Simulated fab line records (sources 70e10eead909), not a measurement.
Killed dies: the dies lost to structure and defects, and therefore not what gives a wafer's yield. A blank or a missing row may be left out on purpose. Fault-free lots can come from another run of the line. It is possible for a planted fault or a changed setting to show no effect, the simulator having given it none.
Which tool is to blame?    flow nand-harc    18 wafers from 6 lots sampled at 5 of the route's 1159 steps

## WHAT EACH GAUGE READ, for each wafer
NHARC_END_SORT_01.
lot   measured      on         killed-at-array
L351  day 20 06:16  prober-01  674 667 675
L354  day 21 16:02  prober-01  671 671 673
L362  day 22 22:17  prober-02  41 48 36
L366  day 24 01:02  prober-02  32 38 18
L365  day 24 13:27  prober-02  29 34 46
L368  day 25 14:41  prober-01  29 23 15

## WHAT TOOL EACH LOT RAN ON (gives the tool, then ch and the chambers of the sampled wafers, and finally the start)
lot   NHARC_A_CONTACT_STRIP_55                       NHARC_A_CONTACT_DEP_57         NHARC_A_CONTACT_DESCUM_74           NHARC_A_CONTACT_ETCH_78
L351  rie-diel-13 ch 1,2, day 17 09:37 or earlier    acl-dep-01 ch 0, day 17 09:37  rie-diel-13 ch 1,3, day 17 12:20    rie-diel-13 ch 0,1, day 17 13:00
L354  rie-diel-03 ch 1,2, day 18 16:13 or earlier    acl-dep-03 ch 0, day 18 16:13  rie-diel-08 ch 0,3, day 18 18:17    rie-diel-08 ch 0,1,2, day 18 18:56
L362  rie-diel-03 ch 1,2,3, day 19 18:43 or earlier  acl-dep-02 ch 0, day 19 18:43  rie-diel-03 ch 1,3, day 19 21:08    rie-diel-03 ch 1,3, day 19 22:13
L366  rie-diel-08 ch 0,2, day 20 17:58 or earlier    acl-dep-03 ch 0, day 20 17:58  rie-diel-13 ch 0,1,2, day 20 20:21  rie-diel-13 ch 2,3, day 20 20:56
L365  rie-diel-03 ch 2,3, day 21 17:45 or earlier    acl-dep-01 ch 0, day 21 17:45  rie-diel-13 ch 1,3, day 21 20:08    rie-diel-13 ch 0,1,3, day 21 20:43
L368  rie-diel-13 ch 0,1,2, day 22 16:19 or earlier  acl-dep-03 ch 0, day 22 16:19  rie-diel-03 ch 0,1,3, day 22 18:27  rie-diel-03 ch 2,3, day 22 19:05
- NHARC_A_CONTACT_STRIP_55: strips in O2.
- NHARC_A_CONTACT_DEP_57: deposits aC, target thk 2800 nm.
- NHARC_A_CONTACT_DESCUM_74: chemistry O2, time 3 s.
- NHARC_A_CONTACT_ETCH_78: etches the open film in O2/COS, target depth 2800 nm, time 728 s.

## THE ANSWER, worked out from the rows above alone
Rule: what is usual is taken from the lots themselves. Put in order of their means at a reading, lots are off if they are a third of the lots or fewer, leave a main group of 4 or more, and stand apart from it by a gap of 3 or more times the standard deviation of the main group's means; of several such gaps the widest counts. If all means in a main group match to the digits the tables above print for the reading, that group is not used. A lot without any number at a reading at which 4 lots or more have one is off too. The other lots that the step has rows for count as sound.
Off, at NHARC_END_SORT_01 on killed-at-array: L351, L354. Mean 32 and standard deviation 7.3 in the main group.
A tool fits if, at a process step before that reading, it ran every lot that is off, and no sound lot after the first of them. Gauges at NHARC_END_SORT_01: tried the same way as those tools. Because NHARC_A_CONTACT_STRIP_55 lacks a start for some lots, the hours and order of its lots are taken from NHARC_A_CONTACT_DEP_57. Of those tried, none fits.

## WHAT HAD BEEN PUT IN BY THE SIMULATOR
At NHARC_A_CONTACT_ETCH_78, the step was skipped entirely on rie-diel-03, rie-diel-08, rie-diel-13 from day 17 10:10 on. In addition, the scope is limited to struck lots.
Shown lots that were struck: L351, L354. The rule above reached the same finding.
